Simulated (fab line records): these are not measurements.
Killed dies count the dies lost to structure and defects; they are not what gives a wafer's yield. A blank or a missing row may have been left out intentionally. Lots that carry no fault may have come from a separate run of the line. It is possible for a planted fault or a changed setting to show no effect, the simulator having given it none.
Matching of chambers	flow nandHarc	NHARC_P_BONDPAD_ETCH_37 on rieDiel-11 has 4 sister chambers
The step etches the open film in N2/H2, target depth 60 nm, overetch 18 nm, time 65.91 s. 4 wafers are shown with their chamber, then 7 later ones without.

== WAFERS PAIRED WITH THEIR CHAMBERS ==
wafer	chamber	rfVppV (V)
L101.1	3	432.4
L107.1	0	432.6
L108.1	2	429.3
L108.2	1	430.3

== WAFERS WHOSE CHAMBER IS MISSING ==
wafer	rfVppV (V)
L108.6	431.4
L115.1	425.9
L115.3	435.8
L115.4	435.8
L117.1	435.1
L117.2	426.7
L117.5	433.5

== CHAMBER TAKEN BY EACH ==
wafer	from the rows above	in truth
L108.6	can't be placed: 3 or 1 or 0 or 2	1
L115.1	can't be placed: 2 or 1 or 3 or 0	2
L115.3	can't be placed: 0 or 3 or 1 or 2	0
L115.4	can't be placed: 0 or 3 or 1 or 2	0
L117.1	can't be placed: 0 or 3 or 1 or 2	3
L117.2	can't be placed: 2 or 1 or 3 or 0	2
L117.5	can't be placed: 0 or 3 or 1 or 2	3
0 of 7 placed correctly. From these rows, 7 cannot be placed; in 7 the true chamber is one of the candidates. 0 placed wrongly.
How it was worked out, from the rows above alone: a wafer's distance from a chamber is the root of the sum, over the readings, of the square of ((its reading less the chamber's mean) divided by the reading's scatter). The wafer belongs to the nearest chamber; if the next one is less than 2 further off, it can't be placed. Each chamber's mean is taken over the wafers shown for it. The scatter: with one shown wafer a chamber, the root of the mean of the squares of how far each hidden wafer lies from its nearest shown one.
